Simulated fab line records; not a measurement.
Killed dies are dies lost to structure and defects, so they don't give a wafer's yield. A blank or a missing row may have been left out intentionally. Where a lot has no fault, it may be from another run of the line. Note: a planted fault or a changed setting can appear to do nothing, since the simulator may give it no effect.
What tool caused it? | flow n5Finfet | Sampling: 10 lots, 30 wafers, 5 of 1938 route steps

## WHAT THE GAUGES SHOWED, per wafer
N5_GATE_CUT_OVL_MEAS_14.
lot  | measured     | on         | GATE_CUT_OVL (nm)
L367 | day 4 15:15  | overlay-01 | 1.5 1.7 0.5
L369 | day 4 23:54  | overlay-01 | 1.0 0.9 0.7
L375 | day 6 11:56  | overlay-01 | -0.7 -1.1 -1.6
L378 | day 7 08:11  | overlay-01 | -0.3 -0.2 0.1
L379 | day 7 18:18  | overlay-01 | -0.9 0.1 0.0
L381 | day 7 23:43  | overlay-01 | 0.2 1.3 0.2
L385 | day 9 01:20  | overlay-02 | -0.5 -1.0 0.2
L386 | day 9 05:49  | overlay-01 | 0.0 0.0 -0.3
L389 | day 10 01:08 | overlay-02 | 0.3 1.3 0.4
L390 | day 10 06:59 | overlay-01 | -1.4 -0.9 0.3

N5_GATE_CUT_INSPECT_15: inspects for defects (brightfield).
lot  | measured     | on               | rawDefectCount
L367 | day 4 15:19  | defectInspect-01 | 186 172 107
L369 | day 4 23:56  | defectInspect-02 | 71 64 65
L375 | day 6 11:59  | defectInspect-01 | 64 106 140
L378 | day 7 08:14  | defectInspect-02 | 107 132 126
L379 | day 7 18:21  | defectInspect-01 | 113 77 103
L381 | day 7 23:46  | defectInspect-01 | 125 183 162
L385 | day 9 01:23  | defectInspect-01 | 152 71 102
L386 | day 9 05:53  | defectInspect-02 | 122 138 125
L389 | day 10 01:11 | defectInspect-02 | 140 114 72
L390 | day 10 07:02 | defectInspect-01 | 125 133 108

N5_BEOL_M4_RC_MEAS_101.
lot  | measured     | on        | DIBL_N (mV/V)  | DIBL_P (mV/V)  | IOFF_N (nA/um)    | IOFF_P (nA/um)    | ION_N (uA/um) | ION_P (uA/um) | SS_N (mV/dec)  | SS_P (mV/dec)  | VT_N (mV)         | VT_P (mV)
L367 | day 7 20:59  | prober-02 | 35.8 38.3 36.7 | 35.3 37.5 37.0 | 0.140 0.177 0.152 | 0.185 0.224 0.201 | 661 671 670   | 459 462 465   | 71.2 72.1 71.2 | 72.5 73.1 72.9 | 250.8 248.6 249.0 | -250 -247 -249
L369 | day 8 15:29  | prober-01 | 37.4 34.2 36.5 | 38.1 34.8 38.0 | 0.189 0.134 0.174 | 0.216 0.174 0.213 | 673 666 676   | 455 453 461   | 72.7 71.4 72.3 | 73.7 73.3 73.4 | 247.7 251.4 250.6 | -251 -255 -251
L375 | day 9 22:42  | prober-01 | 33.8 36.2 35.3 | 32.7 35.5 34.8 | 0.120 0.155 0.140 | 0.196 0.244 0.230 | 666 671 676   | 468 464 472   | 71.6 71.3 71.5 | 72.4 73.1 72.8 | 251.9 249.2 250.8 | -247 -247 -248
L378 | day 10 15:59 | prober-02 | 35.2 36.1 38.4 | 36.0 36.6 39.9 | 0.148 0.172 0.212 | 0.232 0.246 0.302 | 675 668 682   | 468 468 472   | 70.5 71.4 71.5 | 72.0 72.3 73.9 | 250.1 247.9 244.5 | -248 -247 -244
L379 | day 11 08:19 | prober-02 | 35.3 36.1 35.1 | 34.8 35.7 34.3 | 0.152 0.169 0.143 | 0.225 0.241 0.211 | 682 677 679   | 475 469 467   | 71.4 71.4 71.5 | 72.7 73.3 72.6 | 248.2 247.0 249.3 | -247 -247 -250
L381 | day 11 18:43 | prober-02 | 34.4 35.7 35.8 | 35.2 37.0 36.9 | 0.136 0.159 0.158 | 0.204 0.217 0.223 | 666 682 670   | 464 461 466   | 71.6 71.2 71.7 | 73.7 73.5 73.5 | 253.6 253.2 249.6 | -250 -250 -249
L385 | day 12 19:00 | prober-01 | 37.9 38.4 39.1 | 38.8 39.5 39.8 | 0.177 0.187 0.197 | 0.227 0.243 0.247 | 684 682 685   | 464 465 468   | 71.6 71.8 71.8 | 73.8 74.3 74.1 | 247.7 247.3 247.4 | -250 -249 -246
L386 | day 12 21:46 | prober-02 | 37.2 37.7 38.3 | 37.0 38.1 38.3 | 0.176 0.195 0.203 | 0.219 0.232 0.244 | 682 694 682   | 461 469 465   | 71.7 71.5 71.7 | 73.5 73.2 73.7 | 249.3 247.1 246.3 | -250 -251 -250
L389 | day 13 22:22 | prober-02 | 35.7 33.3 35.0 | 37.9 34.6 36.6 | 0.170 0.127 0.151 | 0.230 0.184 0.217 | 681 675 675   | 472 467 465   | 72.5 71.0 71.1 | 73.4 72.6 73.3 | 250.1 252.1 250.0 | -248 -251 -249
L390 | day 14 04:43 | prober-02 | 36.6 37.2 34.9 | 35.7 36.7 33.8 | 0.149 0.164 0.132 | 0.218 0.243 0.196 | 661 665 667   | 460 458 467   | 71.8 72.8 71.7 | 73.4 73.9 72.7 | 251.6 250.0 254.0 | -250 -248 -251

## EACH LOT AND THE TOOL THAT RAN IT (in order: tool; ch and the chambers of the sampled wafers; start)
lot  | N5_GATE_CUT_CUT_ETCH_54          | N5_GATE_CUT_STRIP_21
L367 | rieMetal-03 ch 0,1, day 4 15:48  | plasmaAsher-01 ch 0,1, day 4 16:02
L369 | rieMetal-03 ch 0,1, day 5 00:27  | plasmaAsher-01 ch 0,1, day 5 00:41
L375 | rieMetal-03 ch 0,1, day 6 12:29  | plasmaAsher-02 ch 1, day 6 12:56
L378 | rieMetal-03 ch 0,1, day 7 08:44  | plasmaAsher-02 ch 0,1, day 7 08:58
L379 | rieMetal-03 ch 0,1, day 7 18:52  | plasmaAsher-02 ch 0,1, day 7 19:05
L381 | rieMetal-03 ch 0, day 8 00:26    | plasmaAsher-02 ch 0, day 8 00:52
L385 | rieMetal-02 ch 0,1, day 9 01:53  | plasmaAsher-02 ch 0,1, day 9 02:07
L386 | rieMetal-02 ch 0,1, day 9 06:22  | plasmaAsher-02 ch 0,1, day 9 06:36
L389 | rieMetal-02 ch 0,1, day 10 01:47 | plasmaAsher-02 ch 0,1, day 10 02:01
L390 | rieMetal-01 ch 0,1, day 10 07:59 | plasmaAsher-02 ch 0,1, day 10 08:13
- N5_GATE_CUT_CUT_ETCH_54: etches TiN in Cl2/BCl3, target depth 96.7 nm.
- N5_GATE_CUT_STRIP_21: strips in N2/H2, time 30 s.

## WHAT THE TOOLS THEMSELVES READ (means of the sampled wafers that have a number; where no wafer has one, the mark that the record gives instead)
N5_GATE_CUT_CUT_ETCH_54.
lot  | tool        | drypumpMotorCurrentA (A) | etchRfOnTimeS (s) | oesProductAu (a.u.) | rfFwdPowerW (W) | throttleValvePct (%)
L367 | rieMetal-03 | 5.1                      | 36.7              | 0.66                | 973             | 22.33
L369 | rieMetal-03 | 5.4                      | 36.5              | 0.60                | 977             | 22.35
L375 | rieMetal-03 | 5.1                      | 36.8              | 0.65                | 974             | 22.33
L378 | rieMetal-03 | 5.1                      | 30.1              | 0.73                | 1214            | 22.21
L379 | rieMetal-03 | 5.4                      | 30.2              | 0.66                | 1214            | 22.26
L381 | rieMetal-03 | 4.9                      | 30.6              | 0.78                | 1213            | 22.19
L385 | rieMetal-02 | 5.7                      | 37.5              | 0.68                | 981             | 22.20
L386 | rieMetal-02 | 5.7                      | 37.4              | 0.68                | 980             | 22.21
L389 | rieMetal-02 | 5.5                      | 37.9              | 0.64                | 978             | 22.34
L390 | rieMetal-01 | 5.2                      | 36.5              | 0.79                | 976             | 22.04

N5_GATE_CUT_STRIP_21.
lot  | tool           | drypumpMotorCurrentA (A) | heaterPowerW (W)
L367 | plasmaAsher-01 | 6.1                      | 340
L369 | plasmaAsher-01 | 6.1                      | 345
L375 | plasmaAsher-02 | 5.2                      | 292
L378 | plasmaAsher-02 | 5.3                      | 318
L379 | plasmaAsher-02 | 5.3                      | 322
L381 | plasmaAsher-02 | 5.4                      | 337
L385 | plasmaAsher-02 | 5.4                      | 322
L386 | plasmaAsher-02 | 5.4                      | 325
L389 | plasmaAsher-02 | 5.3                      | 324
L390 | plasmaAsher-02 | 5.3                      | 323

## THE ANSWER, worked out from the rows above alone
Rule: the usual values come from the lots themselves. Put in order of their means at a reading, lots are off if they are a third of the lots or fewer, leave a main group of 4 or more, and stand apart from it by a gap of 3 or more times the standard deviation of the main group's means; of several such gaps the widest counts. A main group is skipped when, at the precision printed for the reading in the tables above, its means are all equal. A lot without any number at a reading at which 4 lots or more have one is off too. Where the step has rows for the other lots, those lots are counted as sound. First the gauges in route order, then the tools' own readings, where a lot's mean is used as printed above. The first step at which some lot is off is used, and at that step the reading that is off furthest; a lot without a number counts as furthest.
Off at N5_GATE_CUT_CUT_ETCH_54 (rfFwdPowerW): L378, L379, L381. For the main group the mean is 977 W and the standard deviation 2.7.
If a tool, at that step or one of the process steps before it, ran each lot that is off and ran no sound lot following the first of them, it fits. One candidate fits, namely rieMetal-03 at N5_GATE_CUT_CUT_ETCH_54. A fault onset in the window from L375 (day 6 12:29, its last sound lot) to L378 (day 7 08:44, its first lot off) fits.
The tool's own readings at N5_GATE_CUT_CUT_ETCH_54 bear it out: on the lots that are off they differ by more than 5 times the standard deviation of the sound lots' means. etchRfOnTimeS reads 30.3 s there against 37.0 s on the sound lots; rfFwdPowerW reads 1214 W there against 977 W on the sound lots.

## WHAT HAD BEEN PUT IN BY THE SIMULATOR
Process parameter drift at N5_GATE_CUT_CUT_ETCH_54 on rieMetal-03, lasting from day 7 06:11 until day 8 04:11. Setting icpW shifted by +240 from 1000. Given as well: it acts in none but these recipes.
Shown lots that were struck: L378, L379, L381. The rule given above showed the same thing.
